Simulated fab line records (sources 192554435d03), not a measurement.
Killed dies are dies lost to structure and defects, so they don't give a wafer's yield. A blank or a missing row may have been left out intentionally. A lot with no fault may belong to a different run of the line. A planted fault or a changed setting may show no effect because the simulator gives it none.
Chamber matching ; flow n5-finfet ; N5_MOL_CONTACT_COAG_ETCHBACK_132 on rie-diel-03: 4 sister chambers
The step etches SiO2 in CHF3, target depth 10 nm, time 6.7 s. 8 wafers are shown with their chamber, then 9 later ones without.

## WAFERS PAIRED WITH THEIR CHAMBERS
wafer;chamber;rf-vpp-V (V);showerhead-plenum-p-Torr (Torr)
L074.5;3;497;2.26
L080.4;3;497;2.26
L084.3;1;525;2.40
L088.3;1;523;2.39
L088.4;0;529;2.35
L089.1;2;536;2.39
L089.4;0;529;2.35
L089.5;2;536;2.39

## WAFERS WITHOUT THEIR CHAMBER
wafer;rf-vpp-V (V);showerhead-plenum-p-Torr (Torr)
L092.2;535;2.39
L092.3;529;2.35
L092.4;524;2.39
L093.1;524;2.39
L093.3;506;2.54
L093.6;535;2.38
L095.1;530;2.35
L095.3;537;2.38
L095.4;504;2.54

## THE CHAMBER EACH PASSED THROUGH
wafer;from the rows above;in truth
L092.2;2;2
L092.3;0;0
L092.4;1;1
L093.1;1;1
L093.3;1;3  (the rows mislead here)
L093.6;2;2
L095.1;0;0
L095.3;2;2
L095.4;1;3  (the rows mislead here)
Placed correctly: 7 of 9. From these rows, 0 cannot be placed. Number placed wrongly: 2.
How it was worked out, from the rows above alone: a wafer's distance from a chamber is the root of the sum, over the readings, of the square of ((its reading less the chamber's mean) divided by the reading's scatter). If the next closest chamber is less than 2 further off than the closest, the wafer can't be placed; otherwise it belongs to the closest. The mean given for a chamber averages the wafers shown for that chamber. The scatter: the root of (the sum of the squares of (reading less its chamber's mean) over the shown wafers, divided by (wafers less chambers)).
